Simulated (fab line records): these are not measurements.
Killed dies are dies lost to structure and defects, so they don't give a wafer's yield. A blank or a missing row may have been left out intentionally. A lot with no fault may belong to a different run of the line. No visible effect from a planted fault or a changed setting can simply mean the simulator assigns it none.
8D (eight disciplines) problem report, filled in by code :: flow n5 finfet :: the parts of the form that need people (team, actions taken, sign-off) are left out

== 1. WHAT WENT WRONG ==
At N5_BEOL_M4_OCD_MEAS_38, trench depth nm averages 34.2 nm over 3 wafers from 2 lots, while fault-free wafers read 56.1 nm, standard deviation 1.1. Relative to the usual mean, that is a shift of -20 standard deviations.
Earliest sighting: wafer L357.4 on ocd-02 at day 12 08:11. The record holds 21 wafers of 8 lots with a number at this step. Rule for "out", or "out of limits": more than 4 standard deviations from the usual mean. The other wafers with a number count as sound.

== 2. WHAT IT IS, WHAT IT ISN'T ==
question: which readings at this step
is: trench depth nm
is not: -

question: which lots
is: L357, L359
is not: L342, L345, L346, L360, L362, L363

question: which wafers of those lots
is: L357.4, L359.4, L359.5
is not: L357.1, L357.2, L359.3

question: read on which gauges
is: ocd-02
is not: ocd-01

question: when
is: from day 12 08:11
is not: up to then (10 sound wafers); but 8 sound wafers of L359, L360, L362, L363 came after

== 3. THE SUSPECTS, EACH WITH WHAT RULES IT OUT ==
Counting: a tool at a process step up to the reading stays a suspect if it ran every lot that is out. Sound lots after the first of them don't rule it out here, since some wafers of a struck lot are sound.
- ruled out: the gauge at N5_BEOL_M4_OCD_MEAS_38. All the wafers that are out were read on ocd-02, but those of them that N5_BEOL_M4_THK_MEAS_53 has rows for are out there too, on other tools.
- rie diel-06 at N5_BEOL_M4_TRENCH_ETCH_37 (etches SiOC in C4F6/O2, target depth 55.555 nm, time 29.2 s): kept. Every lot that is out went through it, the first being L357 (day 12 08:02); the last sound lot it ran before that was L346 (day 9 07:00).
- rie diel-06 at N5_BEOL_M4_ETCH_41 (etches SiCN in CH3F/O2, target depth 29.9 nm, time 52.5 s): kept. Every lot that is out went through it, the first being L357 (day 12 08:11); the last sound lot it ran before that was L346 (day 9 07:09). N5_BEOL_M4_ETCH_41 gives no start for some lots, so the hours and the order of its lots are those of N5_BEOL_M4_OCD_MEAS_38.
The count leaves rie diel-06 at N5_BEOL_M4_ETCH_41 and rie diel-06 at N5_BEOL_M4_TRENCH_ETCH_37.

== 4. THE CAUSE (what the simulator had put in) ==
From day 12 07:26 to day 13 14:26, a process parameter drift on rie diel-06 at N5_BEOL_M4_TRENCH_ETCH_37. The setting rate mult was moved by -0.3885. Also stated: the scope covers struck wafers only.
This tool is one of the 2 suspects left after counting.

== 5. THE CHAIN OF EFFECTS, in route order ==
One row per reading whose mean, taken over the struck wafers that have a number, lies over 3 standard deviations from the usual. Only readings for which the record gives a usual standard deviation are gone through. hours: the time from each lot's start at the first step in this table that gives one to its start at this step, as a median over the lots. sigmas: the change in usual standard deviations.
hours: 0
step: N5_BEOL_M4_TRENCH_ETCH_37
reading: oes product au
usual: 0.83 a.u.
on struck wafers: 0.60
change: -0.23
sigmas: -4.0

hours: 0
step: N5_BEOL_M4_OCD_MEAS_38
reading: trench depth nm
usual: 56.1 nm
on struck wafers: 34.2
change: -21.9
sigmas: -20

hours: 4
step: N5_BEOL_M4_THK_MEAS_53
reading: M4_THK
usual: 42.1 nm
on struck wafers: 19.4
change: -22.7
sigmas: -14

hours: 4
step: N5_BEOL_M4_RS_MEAS_58
reading: M4_RS
usual: 0.66 ohm/sq
on struck wafers: 1.87
change: +1.21
sigmas: +38

hours: 4
step: N5_BEOL_M4_RC_MEAS_101
reading: SERP_M4
usual: 191 ohm/um
on struck wafers: 480
change: +290
sigmas: +18

hours: 4
step: N5_BEOL_M4_RC_MEAS_101
reading: SERP_M4_max_site
usual: 203 ohm/um
on struck wafers: 522
change: +320
sigmas: +18

hours: 108
step: N5_PASSIVATION_PROBE_49
reading: defect limited yield
usual: 91.2 %
on struck wafers: 49.2
change: -42.0
sigmas: -28

hours: 108
step: N5_PASSIVATION_PROBE_49
reading: killed_at_M4_up
usual: 13
on struck wafers: 495
change: +482
sigmas: +80

hours: 108
step: N5_PASSIVATION_PROBE_49
reading: killed dies
usual: 104
on struck wafers: 599
change: +495
sigmas: +29

hours: 108
step: N5_PASSIVATION_PROBE_49
reading: killed on rim
usual: 14
on struck wafers: 76
change: +62
sigmas: +17

hours: 108
step: N5_PASSIVATION_PROBE_49
reading: sort_bin_8_speed
usual: 0.00 %
on struck wafers: 40.45
change: +40.45
sigmas: +99 or more

hours: 108
step: N5_PASSIVATION_PROBE_49
reading: sort n pass
usual: 1076
on struck wafers: 581
change: -495
sigmas: -29
Its process steps:
- N5_BEOL_M4_TRENCH_ETCH_37: etches SiOC in C4F6/O2, target depth 55.555 nm, time 29.2 s.
- N5_PASSIVATION_PROBE_49

== 6. HOW IT WOULD HAVE BEEN CAUGHT EARLIER ==
In this record the first reading out of limits at a measuring or inspecting step was taken at day 12 08:11, 1 hour after the fault began at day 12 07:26.
The tool's own readings at N5_BEOL_M4_TRENCH_ETCH_37 were out on some of the struck wafers (oes product au): an alarm limit on them would have fired on those.
Of the lots that are out (2), L359 began N5_BEOL_M4_TRENCH_ETCH_37 on rie diel-06 after day 12 08:11. A hold on the tool at that time would have spared it.
